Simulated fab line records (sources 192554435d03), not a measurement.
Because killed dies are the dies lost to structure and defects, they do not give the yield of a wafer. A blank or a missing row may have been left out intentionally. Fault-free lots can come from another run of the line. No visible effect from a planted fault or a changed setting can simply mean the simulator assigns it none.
Matching of chambers + flow n5-finfet + 4 sister chambers for N5_BEOL_M0_SAQP_ETCH_106 on rie-diel-03
The step etches SOC in N2/H2, stops on SiNx, target depth 150 nm. 4 wafers are shown with their chamber, then 10 later ones without.

== WAFERS, EACH WITH ITS CHAMBER ==
| wafer  | chamber | drypump-motor-current-A (A) |
|--------|---------|-----------------------------|
| L085.5 | 1       | 5.7                         |
| L089.4 | 2       | 6.6                         |
| L089.5 | 3       | 5.4                         |
| L093.4 | 0       | 6.5                         |

== WAFERS MISSING THEIR CHAMBER ==
| wafer  | drypump-motor-current-A (A) |
|--------|-----------------------------|
| L093.6 | 5.4                         |
| L094.3 | 5.5                         |
| L094.5 | 5.7                         |
| L094.6 | 6.5                         |
| L095.1 | 6.5                         |
| L095.3 | 5.7                         |
| L095.6 | 6.5                         |
| L097.1 | 6.6                         |
| L097.3 | 5.7                         |
| L097.6 | 5.4                         |

== EACH ONE'S CHAMBER ==
| wafer  | from the rows above | in truth |
|--------|---------------------|----------|
| L093.6 | 3                   | 3        |
| L094.3 | 3                   | 3        |
| L094.5 | 1                   | 1        |
| L094.6 | 0                   | 0        |
| L095.1 | 0                   | 0        |
| L095.3 | 1                   | 1        |
| L095.6 | 0                   | 0        |
| L097.1 | 2                   | 2        |
| L097.3 | 1                   | 1        |
| L097.6 | 3                   | 3        |
Correctly placed: 10 of 10. Left unplaced by these rows: 0. Wrongly placed: 0.
How it was worked out, from the rows above alone: a wafer's distance from a chamber is the root of the sum, over the readings, of the square of ((its reading less the chamber's mean) divided by the reading's scatter). If the next closest chamber is less than 2 further off than the closest, the wafer can't be placed; otherwise it belongs to the closest. Each chamber's mean is taken over the wafers shown for it. The scatter: root of mean squared gap, hidden wafer to nearest shown wafer, with one shown wafer a chamber.
